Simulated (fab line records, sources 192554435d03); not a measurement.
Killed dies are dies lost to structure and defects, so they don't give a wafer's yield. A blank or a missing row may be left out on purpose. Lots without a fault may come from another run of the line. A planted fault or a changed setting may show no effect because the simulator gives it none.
fab line records | flow n5_finfet
record lots=11 wafers=33 last_day=18
route steps=1938 shown MIM_TOP@1834 MIM_TOP_LITHO@1848 MIM_BOT_ETCH@1867 PASSIVATION@1936
lots that met no fault: from a run of the same line without faults
start_h: hours from the record's first day to the start of the lot's first wafer shown | wait_h: hours since the lot's step before | " the same as in the row above | L1.1+2: a row that stands for several wafers | - no value, or no start given | * or withheld: withheld | < > ~ a bound
route shown NAME@n: a module of which the file shows steps, and the number in the route of the first | usual: mean/standard deviation of fault-free wafers | same: alike in all rows | chamber/n: place in a boat | sites: the reading at each site | _std_site: their standard deviation | _edge_site: outer sites' mean less inner sites' | radius_mm: how far each site lies from the wafer's centre | mask NAME#n: copy n | behind: the tool/chamber that last shaped the wafer | hold: why the lot was held/for how many hours/how that ended | device: the transistor (n, p or np) that didn't switch | end of line: the same wafers' tests at the end of the route | a step without rows: its recipe alone | killed: dies lost to structure and defects at the first sort, not the wafer's yield | map: a wafer's dies, x killed, . not, _ none there
set.NAME: the setting as run; set.NAME@STEP: as run at that earlier step | model.NAME: the simulator's own value behind a step, which no gauge read
steps of the route over a sample of lots; a table a step, a row a wafer
services: from which hour (start_h, from the record's first day; less than 0 if before it) a tool's chamber was out of use, for how many hours, and why
## steps
# step N5_MIM_TOP_ALD_00
# recipe material=Al2O3 target_thk_a=* temp_c=withheld ald_precursor_family=TMA ald_co_reactant=O3 pulse_time_s=withheld purge_time_s=3 co_reactant_purge_time_s=withheld co_reactant_pulse_time_s=3 ald_cycles=withheld
# usual precursor_pulse_height_rel=1.000/0.019
# columns lot.wafer tool chamber start_h wait_h precursor_pulse_height_rel
L886.3 ald_hk-02 1 251.15 0.1 1.013
L886.5 " 1 " " 0.992
L886.6 " 2 " " 0.987
L888.1 ald_hk-01 3 266.59 0.1 1.021
L888.4 " 1 " " 1.014
L888.5 " 1 " " 0.997
L890.1 ald_hk-01 3 278.18 0.1 1.017
L890.5 " 3 " " 0.980
L890.6 " 0 " " 0.989
L893.1 ald_hk-03 0 298.80 0.1 0.968
L893.2 " 2 " " 1.020
L893.5 " 1 " " 1.015
L896.2 ald_hk-02 2 312.83 0.1 0.945
L896.3 " 3 " " 1.007
L896.4 " 1 " " 1.033
L901.1 ald_hk-03 0 365.01 0.1 1.026
L901.5 " 0 " " 0.994
L901.6 " 1 " " 1.007
L900.2 ald_hk-02 1 368.97 0.1 0.970
L900.4 " 3 " " 1.017
L900.5 " 2 " " 0.991
L903.1 ald_hk-03 3 372.14 0.1 1.041
L903.5 " 0 " " 1.013
L903.6 " 3 " " 1.002
L902.3 ald_hk-03 2 377.96 0.1 0.995
L902.4 " 0 " " 0.995
L902.6 " 0 " " 1.038
L906.2 ald_hk-02 3 392.31 0.1 1.061
L906.4 " 0 " " 1.040
L906.5 " 2 " " 0.998
L909.1 ald_hk-02 3 421.24 0.1 1.000
L909.5 " 3 " " 0.979
L909.6 " 2 " " 1.012
# step N5_MIM_TOP_DEGAS_04
# recipe ambient=vacuum temp_c=300 time_s=60
# usual heater_power_w=453/37
# columns lot.wafer tool chamber start_h wait_h heater_power_w
L886.3 pvd_sputter-01 - 252.25 - 410
L886.5 " - " " 477
L886.6 " - " " 413
L888.1 pvd_sputter-03 - 270.32 - 421
L888.4 " - " " 495
L888.5 " - " " 429
L890.1 pvd_sputter-01 - 280.98 - 420
L890.5 " - " " 470
L890.6 " - " " 388
L893.1 pvd_sputter-01 - 299.31 - 484
L893.2 " - " " 388
L893.5 " - " " 413
L896.2 pvd_sputter-03 - 313.49 - 433
L896.3 " - " " 425
L896.4 " - " " 485
L901.1 pvd_sputter-01 - 367.91 - 456
L901.5 " - " " 479
L901.6 " - " " 409
L900.2 pvd_sputter-03 - 371.61 - 493
L900.4 " - " " 443
L900.5 " - " " 494
L903.1 pvd_sputter-02 - 374.60 - 478
L903.5 " - " " 477
L903.6 " - " " 460
L902.3 pvd_sputter-03 - 380.34 - 481
L902.4 " - " " 434
L902.6 " - " " 442
L906.2 pvd_sputter-01 - 393.73 - 490
L906.4 " - " " 383
L906.5 " - " " 474
L909.1 pvd_sputter-02 - 423.22 - 526
L909.5 " - " " 461
L909.6 " - " " 452
# step N5_MIM_TOP_LITHO_OVL_MEAS_11
# recipe points_per_wafer=44
# usual MIM_TOP_OVL=2/5.9
# columns lot.wafer tool chamber start_h wait_h MIM_TOP_OVL[nm]
L886.3 overlay-02 0 252.71 0.0 4
L886.5 " 0 " " -5
L886.6 " 0 " " 8
L888.1 overlay-01 0 271.03 0.0 10
L888.4 " 0 " " -5
L888.5 " 0 " " 4
L890.1 overlay-01 0 281.44 0.0 9
L890.5 " 0 " " 6
L890.6 " 0 " " 6
L893.1 overlay-02 0 299.89 0.0 -1
L893.2 " 0 " " -2
L893.5 " 0 " " 5
L896.2 overlay-01 0 314.12 0.0 -5
L896.3 " 0 " " -1
L896.4 " 0 " " -5
L901.1 overlay-01 0 368.37 0.0 0
L901.5 " 0 " " -3
L901.6 " 0 " " -3
L900.2 overlay-02 0 372.07 0.0 8
L900.4 " 0 " " 8
L900.5 " 0 " " 9
L903.1 overlay-02 0 375.19 0.0 -3
L903.5 " 0 " " -1
L903.6 " 0 " " 3
L902.3 overlay-01 0 380.80 0.0 1
L902.4 " 0 " " 4
L902.6 " 0 " " 11
L906.2 overlay-02 0 394.31 0.0 -5
L906.4 " 0 " " -2
L906.5 " 0 " " -4
L909.1 overlay-02 0 423.68 0.0 -1
L909.5 " 0 " " -1
L909.6 " 0 " " 7
# step N5_MIM_BOT_ETCH_ETCH_03
# recipe chemistry=Cl2/BCl3 target_depth_a=120 pressure_mtorr=8 icp_w=800 bias_w=100 Cl2_flow_sccm=20 bcl3_flow_sccm=80
# usual chamber_pressure_mTorr=8.000/0.007 drypump_motor_current_A=5.55/0.2 oes_product_au=0.80/0.066 rf_fwd_power_W=794.9/2.3 throttle_valve_pct=27.68/0.24
# columns lot.wafer tool chamber start_h wait_h chamber_pressure_mTorr drypump_motor_current_A oes_product_au rf_fwd_power_W rf_hours_counter_h throttle_valve_pct
L886.3 rie_metal-01 1 253.95 0.1 7.998 5.61 0.85 796.7 - 27.48
L886.5 " 1 " " 7.995 5.59 0.84 796.1 - 27.46
L886.6 " 0 " " 8.006 5.85 0.75 798.6 - 27.49
L888.1 rie_metal-01 1 272.23 0.1 8.002 5.59 0.85 796.4 20 27.49
L888.4 " 0 " " 8.004 5.89 0.76 796.3 - 27.50
L888.5 " 1 " " 7.998 5.59 0.86 795.9 - 27.48
L890.1 rie_metal-01 0 282.63 0.1 8.010 5.88 0.99 1274.2 52 27.50
L890.5 " 0 " " 7.986 5.89 0.99 1276.9 - 27.49
L890.6 " 1 " " 8.001 5.61 1.11 1276.1 - 27.47
L893.1 rie_metal-02 0 300.84 0.1 8.008 5.50 0.87 794.1 7 27.54
L893.2 " 1 " " 7.996 5.31 0.85 794.4 30 27.98
L893.5 " 1 " " 7.996 5.33 0.85 793.5 - 27.96
L896.2 rie_metal-01 0 315.18 0.1 8.003 5.93 0.98 1279.8 56 27.49
L896.3 " 0 " " 7.994 5.91 0.98 1280.2 - 27.52
L896.4 " 1 " " 8.016 5.60 1.10 1276.1 - 27.47
L901.1 rie_metal-01 1 369.38 0.1 8.013 5.59 0.82 794.0 27 27.48
L901.5 " 1 " " 7.999 5.56 0.81 797.5 - 27.48
L901.6 " 0 " " 8.003 5.91 0.73 795.1 - 27.50
L900.2 rie_metal-01 0 373.07 0.1 7.998 5.89 0.73 795.4 60 27.50
L900.4 " 1 " " 7.997 5.60 0.82 793.9 - 27.49
L900.5 " 0 " " 7.998 5.85 0.74 793.8 - 27.50
L903.1 rie_metal-01 0 376.17 0.1 7.998 5.90 0.73 797.1 60 27.52
L903.5 " 1 " " 8.003 5.63 0.81 793.4 - 27.47
L903.6 " 0 " " 8.010 5.89 0.74 794.3 - 27.50
L902.3 rie_metal-02 1 382.24 0.1 7.995 5.34 0.82 795.7 - 28.00
L902.4 " 0 " " 7.994 5.51 0.83 797.1 - 27.56
L902.6 " 0 " " 8.000 5.48 0.84 798.8 - 27.54
L906.2 rie_metal-01 0 395.33 0.1 8.003 5.88 0.73 792.3 62 27.52
L906.4 " 1 " " 7.998 5.59 0.81 797.2 - 27.48
L906.5 " 0 " " 8.003 5.85 0.73 795.1 - 27.51
L909.1 rie_metal-01 0 424.78 0.1 8.004 5.91 0.72 794.6 65 27.52
L909.5 " 1 " " 7.991 5.62 0.80 795.0 - 27.48
L909.6 " 0 " " 7.999 5.94 0.72 792.6 - 27.52
# step N5_PASSIVATION_PROBE_49
# usual defect_limited_yield=91.1/1.5 killed_at_M0_to_M3=37/11 killed_at_M4_up=13/5.6 killed_at_contacts=12/5.6 killed_at_front_end=39/11 killed_at_other=4/3.1 killed_dies=105/18 killed_open=69/13 killed_short=35/7.4 sort_bin_5_function=5.1/0.92 sort_bin_6_memory=3.4/0.76 sort_bin_8_speed=0.02/0.11 sort_n_pass=1075/18 sort_yield_pct=91.1/1.5
# same gross_dies=1180 killed_at_back_side=0 sort_bin_4_leakage[%]=0
# columns lot.wafer tool chamber start_h wait_h defect_limited_yield[%] killed_at_M0_to_M3 killed_at_M4_up killed_at_contacts killed_at_front_end killed_at_other killed_dies killed_open killed_short sort_bin_5_function[%] sort_bin_6_memory[%] sort_bin_8_speed[%] sort_n_pass sort_yield_pct[%]
L886.3 prober-01 - 264.53 0.1 91.6 33 13 12 37 4 99 61 36 4.5 3.6 0.08 1081 91.6
L886.5 prober-01 - 264.63 0.2 91.4 38 15 19 29 1 102 55 47 4.5 3.3 0 1078 91.4
L886.6 prober-01 - 264.68 0.3 89.9 51 17 13 37 1 119 82 37 5.4 4.0 0 1061 89.9
L900.2 prober-01 - 381.27 0.1 92.5 38 11 13 23 4 89 62 27 4.4 3.0 0 1091 92.5
L900.4 prober-01 - 381.37 0.2 88.7 58 16 18 34 7 133 86 45 6.7 4.3 0 1047 88.7
L900.5 prober-01 - 381.42 0.2 92.1 25 9 10 37 12 93 59 34 5.0 2.4 0 1087 92.1
L903.1 prober-02 - 395.17 0.0 90.8 20 11 18 55 4 108 74 34 5.3 3.6 0 1072 90.8
L903.5 prober-02 - 395.37 0.2 92.0 27 11 4 49 3 94 65 29 4.2 3.5 0 1086 92.0
L903.6 prober-02 - 395.42 0.3 91.0 35 15 7 47 2 106 73 32 5.4 3.5 0 1074 91.0
# killed by level:class
L886.3 BEOL_M3:geometric_particle:open=10 MOL_CONTACT_COAG:geometric_particle:open=8 FIN_SAQP:geometric_particle:open=6 FIN_SAQP:geometric_particle:short=6 BEOL_M4:geometric_particle:open=6 BEOL_M0_SAQP:geometric_particle:short=5 BEOL_M0_SAQP:geometric_particle:open=5 STARTING-WAFER:geometric_particle:short=5
L886.5 BEOL_M0_SAQP:geometric_particle:short=15 MOL_CONTACT_COAG:geometric_particle:open=12 MOL_CONTACT_COAG:geometric_particle:short=7 BEOL_M3:geometric_particle:open=7 FIN_SAQP:geometric_particle:short=6 BEOL_M0_SAQP:geometric_particle:open=6 FIN_SAQP:geometric_particle:open=5 GATE_CUT:geometric_particle:short=4
L886.6 BEOL_M0_SAQP:geometric_particle:open=13 BEOL_M3:geometric_particle:open=12 MOL_CONTACT_COAG:geometric_particle:open=11 FIN_SAQP:geometric_particle:open=10 BEOL_M0_SAQP:geometric_particle:short=10 BEOL_M4:geometric_particle:open=7 FIN_SAQP:geometric_particle:short=6 GATE_CUT:geometric_particle:short=6
L900.2 BEOL_M0_SAQP:geometric_particle:open=12 MOL_CONTACT_COAG:geometric_particle:open=8 BEOL_M3:geometric_particle:open=8 STI_FIN_REVEAL:geometric_particle:open=5 MOL_CONTACT_COAG:geometric_particle:short=5 BEOL_M3:geometric_particle:short=5 BEOL_M0_SAQP:geometric_particle:short=4 FIN_SAQP:geometric_particle:open=3
L900.4 BEOL_M0_SAQP:geometric_particle:open=20 BEOL_M0_SAQP:geometric_particle:short=18 MOL_CONTACT_COAG:geometric_particle:open=15 FIN_SAQP:geometric_particle:short=10 BEOL_M4:geometric_particle:open=8 BEOL_M3:geometric_particle:open=7 BEOL_M2:geometric_particle:open=6 FIN_SAQP:geometric_particle:open=5
L900.5 BEOL_M0_SAQP:geometric_particle:open=10 FIN_SAQP:geometric_particle:short=7 MOL_CONTACT_COAG:geometric_particle:open=7 BEOL_M3:geometric_particle:open=7 DUMMY_GATE:geometric_particle:open=6 BEOL_M5:geometric_particle:open=6 PASS1_CAP:geometric_particle:short=5 FIN_SAQP:geometric_particle:open=4
L903.1 FIN_SAQP:geometric_particle:open=23 FIN_SAQP:geometric_particle:short=13 MOL_CONTACT_COAG:geometric_particle:open=13 BEOL_M0_SAQP:geometric_particle:short=8 STI_FIN_REVEAL:geometric_particle:open=5 MOL_CONTACT_COAG:geometric_particle:short=5 BEOL_M2:geometric_particle:open=4 BEOL_M8:geometric_particle:open=4
L903.5 FIN_SAQP:geometric_particle:open=18 STI_FIN_REVEAL:geometric_particle:open=8 BEOL_M0_SAQP:geometric_particle:short=7 BEOL_M0_SAQP:geometric_particle:open=7 FIN_SAQP:geometric_particle:short=6 GATE_CUT:geometric_particle:short=5 BEOL_M1:geometric_particle:open=4 BEOL_M2:geometric_particle:open=4
L903.6 BEOL_M0_SAQP:geometric_particle:open=15 FIN_SAQP:geometric_particle:open=13 BEOL_M0_SAQP:geometric_particle:short=8 GATE_CUT:geometric_particle:short=7 GATE_CUT:geometric_particle:open=7 MOL_CONTACT_COAG:geometric_particle:open=6 STI_FIN_REVEAL:geometric_particle:open=5 BEOL_M4:geometric_particle:open=5
## services
# columns tool chamber start_h hours kind
rie_metal-02 - 233.44 1.1 repair
ald_hk-03 - 263.71 0.5 repair
ald_hk-02 - 304.52 1.6 repair
pvd_sputter-02 - 311.06 2.8 repair
rie_metal-01 1 320.81 10.9 repair
ald_hk-03 - 332.44 4.2 repair
rie_metal-02 1 343.36 2.2 repair
ald_hk-03 - 346.45 8.7 pm
pvd_sputter-03 - 348.61 9.2 repair
pvd_sputter-02 - 408.90 9.1 repair
pvd_sputter-03 - 417.42 3.6 repair
ald_hk-02 - 417.74 1.1 repair
## key
first_sign step=N5_MIM_BOT_ETCH_ETCH_03 reading=rf_fwd_power_W direction=up sigmas=99+ usual=* struck=*
effect step=N5_MIM_BOT_ETCH_ETCH_03 reading=oes_product_au direction=up sigmas=3.5 usual=0.80 struck=1.03
met_at N5_MIM_BOT_ETCH_ETCH_03
struck_lots L890,L896
not_acting_at N5_MIM_TOP_ALD_00,N5_MIM_TOP_DEGAS_04,N5_MIM_TOP_LITHO_OVL_MEAS_11
onset_between 272.23 282.63
fault kind=process_parameter_drift tool=rie_metal-01 chamber=- onset_h=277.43 steps=N5_MIM_BOT_ETCH_ETCH_03 channel=icp_w offset=480 shape=step end_h=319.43 acts_in=these_recipes_only stated=800
